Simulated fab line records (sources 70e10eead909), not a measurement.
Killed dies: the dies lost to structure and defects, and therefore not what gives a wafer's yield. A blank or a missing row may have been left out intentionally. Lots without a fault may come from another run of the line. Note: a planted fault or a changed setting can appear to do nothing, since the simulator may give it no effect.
Matching of chambers	flow nand harc	NHARC_A_CHANNEL_HOLE_D1_ETCH_38 on rie diel-05 has 4 sister chambers
The step etches the open film in CF4, target depth 39 nm, time 65 s. 16 wafers are shown with their chamber, then 8 later ones without.

WAFERS WITH THEIR CHAMBER
wafer	chamber	showerhead plenum p Torr (Torr)	rf fwd power W (W)	rf vpp V (V)
L834.2	1	1.86	298.5	152.1
L834.5	1	1.86	297.5	153.1
L834.6	0	1.79	298.0	150.9
L836.1	3	1.84	297.3	151.8
L836.2	0	1.79	300.1	151.9
L836.6	0	1.79	299.2	151.4
L844.1	0	1.79	298.4	152.0
L844.2	3	1.84	297.3	152.4
L844.6	1	1.86	296.5	151.7
L843.1	1	1.86	296.7	152.3
L843.2	0	1.79	297.7	151.3
L843.6	0	1.79	297.7	151.8
L847.1	0	1.79	298.2	151.1
L847.4	3	1.83	298.6	151.9
L847.6	3	1.83	298.2	151.1
L849.1	2	1.71	295.3	150.6

SIGNATURES (means of the wafers above)
reading	chamber 0	chamber 1	chamber 2	chamber 3	scatter within a chamber
showerhead plenum p Torr	1.7900	1.8600	1.7100	1.8350	0.00289
rf fwd power W	298.471	297.300	295.300	297.850	0.839
rf vpp V	151.486	152.300	150.600	151.800	0.497
Rule: a wafer's distance from a chamber is the root of the sum, over the readings, of the square of ((its reading less the chamber's mean) divided by the reading's scatter). If the next closest chamber is less than 2 further off than the closest, the wafer can't be placed; otherwise it belongs to the closest. The scatter: take each reading less its chamber's mean, square it, sum over the shown wafers, divide by the number of wafers less the number of chambers, and take the root.

WAFERS WHOSE CHAMBER IS MISSING
wafer	showerhead plenum p Torr (Torr)	rf fwd power W (W)	rf vpp V (V)
L849.4	1.83	297.8	152.7
L849.5	1.83	298.6	153.0
L852.2	1.79	296.8	152.2
L852.3	1.83	297.1	152.7
L852.4	1.71	295.4	151.9
L856.1	1.85	297.2	151.5
L856.3	1.83	297.2	150.7
L856.5	1.83	297.0	151.6

EACH ONE'S CHAMBER
wafer	from the rows above	in truth
L849.4	3	3
L849.5	3	3
L852.2	0	0
L852.3	3	3
L852.4	2	2
L856.1	can't be placed: 1 or 3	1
L856.3	3	3
L856.5	3	3
Correct placement for 7 of the 8. Not placeable from these rows: 1 (in 1, the candidates include the true chamber). Placed wrongly: 0.
